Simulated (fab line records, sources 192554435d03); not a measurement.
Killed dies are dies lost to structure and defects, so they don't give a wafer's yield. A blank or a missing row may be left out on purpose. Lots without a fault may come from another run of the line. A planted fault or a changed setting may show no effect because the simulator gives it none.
Chamber matching | flow n5_finfet | N5_BEOL_M0_SAQP_ETCH_88 on rie_diel-06: 4 sister chambers
The step etches underlayer in N2/H2, target depth 6.5 nm, time 5.2 s. 8 wafers are shown with their chamber, then 9 later ones without.

WAFERS WITH THEIR CHAMBER
wafer  | chamber | showerhead_plenum_p_Torr (Torr) | drypump_motor_current_A (A)
L082.5 | 3       | 2.64                            | 4.8
L083.3 | 2       | 2.40                            | 4.6
L083.5 | 2       | 2.40                            | 4.7
L086.2 | 3       | 2.63                            | 4.8
L086.3 | 1       | 2.47                            | 5.8
L091.2 | 0       | 2.41                            | 4.8
L091.3 | 1       | 2.47                            | 5.8
L091.6 | 0       | 2.41                            | 4.8

WAFERS WITHOUT THEIR CHAMBER
wafer  | showerhead_plenum_p_Torr (Torr) | drypump_motor_current_A (A)
L093.1 | 2.71                            | 4.7
L093.2 | 2.41                            | 4.8
L093.5 | 2.71                            | 4.6
L095.1 | 2.41                            | 4.8
L095.3 | 2.63                            | 4.8
L095.4 | 2.71                            | 4.7
L096.1 | 2.41                            | 4.8
L096.3 | 2.47                            | 5.8
L096.4 | 2.63                            | 4.8

WHICH CHAMBER EACH WENT THROUGH
wafer  | from the rows above | in truth
L093.1 | 3                   | 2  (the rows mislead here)
L093.2 | 0                   | 0
L093.5 | 3                   | 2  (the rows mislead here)
L095.1 | 0                   | 0
L095.3 | 3                   | 3
L095.4 | 3                   | 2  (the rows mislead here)
L096.1 | 0                   | 0
L096.3 | 1                   | 1
L096.4 | 3                   | 3
Placed correctly: 6 of 9. Can't be placed from these rows: 0. Placed wrongly: 3.
How it was worked out, from the rows above alone: a wafer's distance from a chamber is the root of the sum, over the readings, of the square of ((its reading less the chamber's mean) divided by the reading's scatter). The wafer belongs to the nearest chamber; if the next one is less than 2 further off, it can't be placed. A chamber's mean is the mean of its shown wafers. The scatter: the root of (the sum of the squares of (reading less its chamber's mean) over the shown wafers, divided by (wafers less chambers)).
